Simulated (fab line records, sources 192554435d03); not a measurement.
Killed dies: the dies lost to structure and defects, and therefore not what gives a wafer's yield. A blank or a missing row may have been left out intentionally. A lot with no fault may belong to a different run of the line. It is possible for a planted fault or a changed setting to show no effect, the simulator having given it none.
The tool behind it: which one?	flow n5_finfet	Sampling: 11 lots, 33 wafers, 5 of 1938 route steps

## WHAT EACH GAUGE READ, for each wafer
N5_BEOL_M4_RC_MEAS_101.
lot	measured	on	DIBL_N (mV/V)	DIBL_P (mV/V)	IOFF_N (nA/um)	IOFF_P (nA/um)	ION_N (uA/um)	ION_P (uA/um)	SS_N (mV/dec)	SS_P (mV/dec)	VT_N (mV)	VT_P (mV)
L266	day 9 05:26	prober-01	35.0 38.3 39.0	33.2 38.5 38.7	0.116 0.186 0.196	0.17 0.26 0.26	670 688 700	455 474 477	71.2 72.9 72.4	73.0 73.9 73.9	252.2 245.6 245.2	-252 -247 -246
L268	day 11 04:26	prober-02	32.7 35.9 36.7	32.2 34.8 36.0	0.103 0.140 0.152	0.16 0.19 0.20	668 672 678	463 457 458	70.7 70.7 70.6	72.2 73.0 73.6	255.7 251.5 250.0	-256 -255 -251
L278	day 13 08:44	prober-02	33.4 36.1 36.1	33.4 36.3 36.0	0.116 0.161 0.152	0.18 0.22 0.21	651 667 667	457 461 459	70.2 71.7 72.3	72.5 73.4 72.6	254.3 250.3 252.9	-250 -248 -251
L277	day 13 12:22	prober-02	35.6 37.3 38.7	36.0 38.0 38.1	0.124 0.157 0.185	0.18 0.21 0.22	651 668 668	450 456 457	71.6 72.5 72.8	72.4 72.9 73.2	252.7 251.6 248.1	-252 -251 -249
L280	day 13 22:02	prober-02	35.8 36.9 35.5	34.7 37.0 34.6	0.133 0.160 0.142	0.21 0.25 0.22	668 669 665	463 465 466	70.8 71.2 70.7	73.0 73.9 72.5	252.7 245.8 247.8	-247 -246 -248
L281	day 14 04:01	prober-01	35.8 34.4 33.4	35.0 34.3 32.6	0.147 0.138 0.119	0.18 0.18 0.16	667 684 667	456 466 449	71.2 71.4 71.3	73.4 73.2 72.6	253.0 249.5 257.5	-254 -255 -255
L282	day 14 18:20	prober-01	34.8 32.6 35.5	35.1 32.5 35.8	0.140 0.105 0.151	0.18 0.15 0.20	665 658 662	452 454 457	71.5 70.6 70.9	73.5 73.3 73.1	250.6 256.1 249.8	-255 -255 -253
L284	day 15 04:00	prober-01	35.2 33.8 36.6	32.4 32.5 35.7	0.128 0.107 0.150	0.17 0.17 0.22	662 669 673	459 462 466	70.8 70.2 71.1	72.1 72.8 72.9	256.1 258.0 251.3	-253 -255 -248
L285	day 15 06:22	prober-01	35.8 36.0 39.1	35.9 36.7 38.8	0.150 0.158 0.214	0.18 0.20 0.23	663 665 697	453 462 468	71.1 71.2 71.9	72.5 72.8 73.2	251.4 247.5 244.7	-251 -249 -251
L287	day 15 08:19	prober-01	36.7 37.2 36.0	35.6 37.2 34.8	0.158 0.174 0.164	0.24 0.26 0.23	666 677 686	465 471 477	71.5 71.2 71.5	73.4 73.7 73.0	252.7 247.7 248.4	-247 -243 -247
L288	day 15 11:02	prober-02	36.1 35.9 37.9	36.9 34.8 39.6	0.145 0.148 0.192	0.21 0.19 0.25	660 662 697	455 456 471	71.4 71.4 72.3	73.0 72.7 73.9	253.2 252.0 247.7	-253 -252 -249

## WHICH TOOL RAN EACH LOT (tool, then ch and the chambers of the sampled wafers, then the start)
lot	N5_BEOL_M4_DEGAS_44	N5_BEOL_M4_SPUTTER_79	N5_BEOL_M4_ANNEAL_95	N5_BEOL_M4_PRE_CLEAN_60
L266	pvd_sputter-03, day 9 02:01	pvd_sputter-03, day 9 02:48	pvd_sputter-03, day 9 04:12	cvd_co-01 ch 1,2, day 9 05:10
L268	pvd_sputter-02, day 10 22:43	pvd_sputter-02, day 11 01:20	pvd_sputter-02, day 11 02:44	cvd_co-01 ch 0,1,2, day 11 03:43
L278	pvd_sputter-03, day 13 03:44	pvd_sputter-02, day 13 05:49	pvd_sputter-02, day 13 07:13	cvd_co-02 ch 0,1, day 13 08:28
L277	pvd_sputter-01, day 13 08:11	pvd_sputter-01, day 13 09:23	pvd_sputter-01, day 13 10:47	cvd_co-01 ch 1,2, day 13 11:56
L280	pvd_sputter-02, day 13 18:11	pvd_sputter-02, day 13 19:10	pvd_sputter-02, day 13 20:34	cvd_co-02 ch 0,1, day 13 21:37
L281	pvd_sputter-02, day 13 22:40	pvd_sputter-01, day 14 01:10	pvd_sputter-01, day 14 02:34	cvd_co-02 ch 1,2, day 14 03:31
L282	pvd_sputter-01, day 14 14:04	pvd_sputter-01, day 14 15:01	pvd_sputter-01, day 14 16:25	cvd_co-02 ch 1,2, day 14 17:51
L284	pvd_sputter-02, day 14 23:58	pvd_sputter-02, day 15 00:58	pvd_sputter-02, day 15 02:22	cvd_co-01 ch 1,2, day 15 03:34
L285	pvd_sputter-03, day 15 02:52	pvd_sputter-01, day 15 03:40	pvd_sputter-01, day 15 05:04	cvd_co-02 ch 0,2, day 15 06:02
L287	pvd_sputter-01, day 15 03:05	pvd_sputter-01, day 15 05:31	pvd_sputter-01, day 15 06:55	cvd_co-01 ch 0,1, day 15 07:53
L288	pvd_sputter-02, day 15 07:29	pvd_sputter-02, day 15 08:24	pvd_sputter-02, day 15 09:48	cvd_co-01 ch 0,2, day 15 10:46
- N5_BEOL_M4_DEGAS_44: time 60 s.
- N5_BEOL_M4_SPUTTER_79: material Cu, target thk 4.5 nm, time 8.29 s.
- N5_BEOL_M4_ANNEAL_95: time 240 s.
- N5_BEOL_M4_PRE_CLEAN_60: time 15 s.

## WHAT THE TOOLS THEMSELVES READ (means of the sampled wafers that have a number; where no wafer has one, the mark that the record gives instead)
N5_BEOL_M4_DEGAS_44.
lot	tool	heater_power_w (W)
L266	pvd_sputter-03	310
L268	pvd_sputter-02	318
L278	pvd_sputter-03	355
L277	pvd_sputter-01	335
L280	pvd_sputter-02	315
L281	pvd_sputter-02	310
L282	pvd_sputter-01	321
L284	pvd_sputter-02	326
L285	pvd_sputter-03	311
L287	pvd_sputter-01	330
L288	pvd_sputter-02	310

N5_BEOL_M4_SPUTTER_79.
lot	tool	throttle_valve_pct (%)
L266	pvd_sputter-03	29.7
L268	pvd_sputter-02	30.2
L278	pvd_sputter-02	30.4
L277	pvd_sputter-01	30.4
L280	pvd_sputter-02	30.5
L281	pvd_sputter-01	29.3
L282	pvd_sputter-01	31.0
L284	pvd_sputter-02	31.0
L285	pvd_sputter-01	29.7
L287	pvd_sputter-01	30.1
L288	pvd_sputter-02	30.4

N5_BEOL_M4_ANNEAL_95.
lot	tool	heater_power_w (W)	susceptor_temp_C (C)
L266	pvd_sputter-03	898	400.01
L268	pvd_sputter-02	778	400.04
L278	pvd_sputter-02	-	-
L277	pvd_sputter-01	-	-
L280	pvd_sputter-02	-	-
L281	pvd_sputter-01	778	400.17
L282	pvd_sputter-01	840	399.92
L284	pvd_sputter-02	815	400.02
L285	pvd_sputter-01	816	399.92
L287	pvd_sputter-01	841	400.09
L288	pvd_sputter-02	774	399.93

N5_BEOL_M4_PRE_CLEAN_60.
lot	tool	heater_power_w (W)
L266	cvd_co-01	85
L268	cvd_co-01	84
L278	cvd_co-02	98
L277	cvd_co-01	86
L280	cvd_co-02	94
L281	cvd_co-02	84
L282	cvd_co-02	83
L284	cvd_co-01	89
L285	cvd_co-02	82
L287	cvd_co-01	82
L288	cvd_co-01	89

## THE ANSWER, worked out from the rows above alone
Rule: usual is defined by the lots themselves. The widest of any qualifying gaps counts: lots, ordered by their means at a reading, are off when they make up no more than a third of the lots, leave a main group of 4 or more, and stand apart from it by 3 or more times the standard deviation of that group's means. A main group whose means are all the same, to the digits that the tables above print for the reading, isn't used. A lot without any number at a reading at which 4 lots or more have one is off too. Any other lot the step has rows for is counted as sound. The gauges are gone through in route order, then the tools' own readings, and for those a lot's mean is taken as printed above. The first step at which some lot is off is used, and at that step the reading that is off furthest; a lot without a number counts as furthest.
Off: L278, L277, L280 (N5_BEOL_M4_ANNEAL_95, heater_power_w). Without a number there: L278, L277, L280. The main group has a mean of 818 W with a standard deviation of 40.
If a tool, at that step or one of the process steps before it, ran each lot that is off and ran no sound lot following the first of them, it fits. Of those tried, none fits.

## WHAT THE SIMULATOR PUT IN
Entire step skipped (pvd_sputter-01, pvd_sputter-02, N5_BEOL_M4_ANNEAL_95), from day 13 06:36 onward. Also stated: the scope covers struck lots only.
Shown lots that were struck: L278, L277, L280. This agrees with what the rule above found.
